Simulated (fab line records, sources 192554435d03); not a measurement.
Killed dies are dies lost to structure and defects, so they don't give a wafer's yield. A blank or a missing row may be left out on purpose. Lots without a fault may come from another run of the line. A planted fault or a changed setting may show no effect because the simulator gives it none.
Which tool did it? | flow n5_finfet | 10 lots, 30 wafers sampled, at 5 steps of a route of 1938

WHAT THE GAUGES READ, wafer by wafer
N5_GATE_CUT_OVL_MEAS_14. Usual: GATE_CUT_OVL 0.0 nm, standard deviation 0.67.
lot  | measured     | on         | GATE_CUT_OVL (nm) | flag
L287 | day 4 13:04  | overlay-02 | -0.3 0.4 -0.1     |
L293 | day 6 01:18  | overlay-02 | 0.7 1.7 1.0       |
L295 | day 6 15:19  | overlay-02 | -0.1 0.1 0.5      |
L301 | day 8 02:19  | overlay-01 | -0.8 -0.7 -0.6    |
L302 | day 8 08:20  | overlay-02 | -0.1 0.0 -0.5     |
L304 | day 8 18:55  | overlay-02 | -1.0 0.2 0.3      |
L306 | day 9 08:11  | overlay-01 | -1.2 -1.1 -0.7    |
L307 | day 9 14:35  | overlay-02 | 0.2 -1.5 0.4      |
L309 | day 10 04:30 | overlay-02 | -0.5 0.1 1.3      |
L310 | day 10 09:52 | overlay-01 | 0.2 1.2 0.4       |

N5_BEOL_M4_RC_MEAS_101. Usual: DIBL_N 36.0 mV/V, standard deviation 2.5; DIBL_P 36.7 mV/V, standard deviation 3; IOFF_N 0.16 nA/um, standard deviation 0.043; IOFF_P 0.21 nA/um, standard deviation 0.049; ION_N 673 uA/um, standard deviation 15; ION_P 461 uA/um, standard deviation 9.8; SS_N 71.5 mV/dec, standard deviation 0.83; SS_P 73.4 mV/dec, standard deviation 0.83; VT_N 250 mV, standard deviation 4; VT_P -251 mV, standard deviation 4.
lot  | measured     | on        | DIBL_N (mV/V)  | DIBL_P (mV/V)  | IOFF_N (nA/um) | IOFF_P (nA/um) | ION_N (uA/um) | ION_P (uA/um) | SS_N (mV/dec)  | SS_P (mV/dec)  | VT_N (mV)   | VT_P (mV)      | flag
L287 | day 7 17:22  | prober-01 | 32.1 33.0 31.8 | 33.7 33.8 33.3 | 0.12 0.14 0.12 | 0.18 0.18 0.17 | 657 671 663   | 456 459 459   | 70.5 71.7 70.7 | 72.6 72.8 72.1 | 254 254 252 | -254 -254 -250 |
L293 | day 9 07:55  | prober-01 | 34.7 39.3 35.2 | 36.8 41.9 37.8 | 0.13 0.24 0.14 | 0.22 0.32 0.23 | 668 697 660   | 469 476 461   | 71.1 72.0 70.2 | 74.0 74.6 74.2 | 250 244 253 | -248 -243 -248 |
L295 | day 10 00:22 | prober-01 | 38.4 35.0 36.9 | 38.0 35.9 38.2 | 0.19 0.13 0.16 | 0.23 0.19 0.23 | 673 665 664   | 462 456 460   | 72.0 71.3 72.0 | 74.1 73.1 74.3 | 252 254 252 | -251 -253 -250 |
L301 | day 11 03:30 | prober-01 | 41.8 34.5 35.7 | 41.4 32.9 33.3 | 0.27 0.13 0.13 | 0.32 0.18 0.18 | 684 668 650   | 462 462 447   | 73.2 70.4 71.9 | 74.9 72.5 73.4 | 247 251 256 | -244 -251 -251 |
L302 | day 12 02:37 | prober-01 | 34.7 38.4 35.1 | 34.9 39.5 35.9 | 0.14 0.21 0.15 | 0.19 0.27 0.21 | 677 684 670   | 466 469 459   | 70.6 72.1 71.5 | 73.5 74.4 72.9 | 251 246 252 | -250 -248 -253 |
L304 | day 12 12:56 | prober-02 | 34.9 37.1 37.5 | 36.0 38.8 39.1 | 0.14 0.17 0.19 | 0.22 0.26 0.27 | 666 672 694   | 462 469 484   | 70.3 71.8 71.2 | 73.1 73.2 73.4 | 251 248 246 | -247 -246 -244 |
L306 | day 13 00:16 | prober-02 | 33.7 35.5 37.5 | 35.3 37.1 38.7 | 0.12 0.15 0.17 | 0.17 0.19 0.20 | 674 679 666   | 458 461 445   | 71.4 71.3 72.2 | 72.8 73.7 74.1 | 255 250 253 | -256 -253 -252 |
L307 | day 13 08:08 | prober-01 | 37.2 33.4 34.2 | 38.7 33.9 34.3 | 0.19 0.13 0.15 | 0.26 0.19 0.20 | 677 662 682   | 464 463 472   | 71.9 70.9 71.5 | 73.6 72.9 72.6 | 248 253 246 | -248 -250 -249 |
L309 | day 14 07:53 | prober-01 | 36.6 35.8 35.0 | 39.2 38.0 36.9 | 0.19 0.16 0.14 | 0.24 0.21 0.20 | 694 684 669   | 479 469 461   | 70.8 71.7 71.0 | 73.8 73.5 73.1 | 242 248 252 | -249 -251 -250 |
L310 | day 14 13:20 | prober-01 | 35.6 37.2 35.3 | 36.6 38.3 36.1 | 0.14 0.17 0.13 | 0.17 0.19 0.16 | 672 683 650   | 454 463 445   | 71.1 71.8 70.9 | 72.9 73.6 73.2 | 252 251 254 | -256 -254 -258 |

WHICH TOOL RAN EACH LOT (tool, then ch and the chambers of the sampled wafers, then the start)
lot  | N5_HKMG_FIN_W_FILL_22         | N5_GATE_CUT_VAPOR_ETCH_60         | N5_GATE_CUT_COAT_34
L287 | cvd_w-01 ch 0,1, day 4 08:31  | rie_metal-01 ch 0,1, day 4 09:40  | litho_track-04 ch 0, day 4 12:45
L293 | cvd_w-02 ch 0,1, day 5 20:42  | rie_metal-02 ch 0, day 5 21:47    | litho_track-02 ch 0, day 6 00:52
L295 | cvd_w-02 ch 0,1, day 6 10:47  | rie_metal-01 ch 0,1, day 6 11:52  | litho_track-02 ch 0, day 6 15:01
L301 | cvd_w-01 ch 0,1, day 7 21:26  | rie_metal-01 ch 1, day 7 22:32    | litho_track-04 ch 0, day 8 01:53
L302 | cvd_w-01 ch 0,1, day 8 03:44  | rie_metal-01 ch 0,1, day 8 04:52  | litho_track-02 ch 0, day 8 07:54
L304 | cvd_w-02 ch 0,1, day 8 14:19  | rie_metal-02 ch 0,1, day 8 15:25  | litho_track-02 ch 0, day 8 18:37
L306 | cvd_w-02 ch 0,1, day 9 03:35  | rie_metal-01 ch 0,1, day 9 04:41  | litho_track-04 ch 0, day 9 07:46
L307 | cvd_w-01 ch 0,1, day 9 10:05  | rie_metal-01 ch 0,1, day 9 11:10  | litho_track-01 ch 0, day 9 14:14
L309 | cvd_w-02 ch 0,1, day 9 23:38  | rie_metal-03 ch 0, day 10 00:44   | litho_track-04 ch 0, day 10 04:04
L310 | cvd_w-02 ch 0,1, day 10 05:25 | rie_metal-03 ch 0,1, day 10 06:31 | litho_track-04 ch 0, day 10 09:34
- N5_HKMG_FIN_W_FILL_22: material W, target thk 60 nm, time 18.2 s.
- N5_GATE_CUT_VAPOR_ETCH_60: etches HfO2 in BCl3/Cl2.
- N5_GATE_CUT_COAT_34: time 60 s, resist thk 60 nm.

WHAT THE TOOLS THEMSELVES READ (means of the sampled wafers that have a number; where no wafer has one, the mark that the record gives instead)
N5_HKMG_FIN_W_FILL_22. Usual: heater_power_w 850 W, standard deviation 63; throttle_valve_pct 19.7 %, standard deviation 1.2.
lot  | tool     | heater_power_w (W) | throttle_valve_pct (%) | flag
L287 | cvd_w-01 | 769                | 20.7                   |
L293 | cvd_w-02 | 883                | 19.0                   |
L295 | cvd_w-02 | 904                | 18.6                   |
L301 | cvd_w-01 | 788                | 20.9                   |
L302 | cvd_w-01 | 773                | 21.2                   |
L304 | cvd_w-02 | 902                | 18.9                   |
L306 | cvd_w-02 | 881                | 19.4                   |
L307 | cvd_w-01 | 768                | 21.3                   |
L309 | cvd_w-02 | 911                | 18.7                   |
L310 | cvd_w-02 | 912                | 19.1                   |

N5_GATE_CUT_VAPOR_ETCH_60. Usual: drypump_motor_current_A 5.52 A, standard deviation 0.22; oes_product_au 0.78 a.u., standard deviation 0.11.
lot  | tool         | drypump_motor_current_A (A) | oes_product_au (a.u.) | flag
L287 | rie_metal-01 | 5.64                        | 0.89                  |
L293 | rie_metal-02 | 5.47                        | 0.60                  |
L295 | rie_metal-01 | 5.71                        | 0.87                  |
L301 | rie_metal-01 | 5.57                        | 0.89                  |
L302 | rie_metal-01 | 5.80                        | 0.81                  |
L304 | rie_metal-02 | 5.44                        | 0.69                  |
L306 | rie_metal-01 | 5.64                        | 0.84                  |
L307 | rie_metal-01 | 5.65                        | 0.84                  |
L309 | rie_metal-03 | 5.26                        | 0.79                  |
L310 | rie_metal-03 | 5.38                        | 0.71                  |

N5_GATE_CUT_COAT_34. Usual: spin_speed_rpm 1500.2 rpm, standard deviation 0.95.
lot  | tool           | spin_speed_rpm (rpm) | flag
L287 | litho_track-04 | 1499.7               |
L293 | litho_track-02 | 1500.4               |
L295 | litho_track-02 | 1500.9               |
L301 | litho_track-04 | 1500.9               |
L302 | litho_track-02 | 1164.5               | OFF
L304 | litho_track-02 | 1163.3               | OFF
L306 | litho_track-04 | 1500.3               |
L307 | litho_track-01 | 1500.4               |
L309 | litho_track-04 | 1501.0               |
L310 | litho_track-04 | 1499.2               |

THE ANSWER, worked out from the rows above alone
Rule: a lot is off if the mean of its wafers that have a number lies more than 3 standard deviations from the usual mean. A lot without any number at a reading at which 4 lots or more have one is off too. The other lots that the step has rows for count as sound. The gauges are gone through in route order, then the tools' own readings, and for those a lot's mean is taken as printed above. The first step at which some lot is off is used, and at that step the reading that is off furthest; a lot without a number counts as furthest.
Off: L302, L304, at N5_GATE_CUT_COAT_34 (spin_speed_rpm).
A tool fits if, at that step or a process step before it, it ran every lot that is off, and no sound lot after the first of them. One fits: litho_track-02 at N5_GATE_CUT_COAT_34. Its last sound lot is L295 (day 6 15:01), its first lot that is off L302 (day 8 07:54): a fault that began between those two fits.
The tool's own readings at N5_GATE_CUT_COAT_34 bear it out: on the lots that are off they differ by more than 5 times the standard deviation of the sound lots' means. spin_speed_rpm reads 1163.9 rpm there against 1500.4 rpm on the sound lots.

WHAT THE SIMULATOR HAD PUT IN
Process parameter drift: litho_track-02, from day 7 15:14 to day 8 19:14, at N5_GATE_CUT_COAT_34. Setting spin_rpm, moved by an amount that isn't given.
Lots struck among those shown: L302, L304. The rule above found the same.
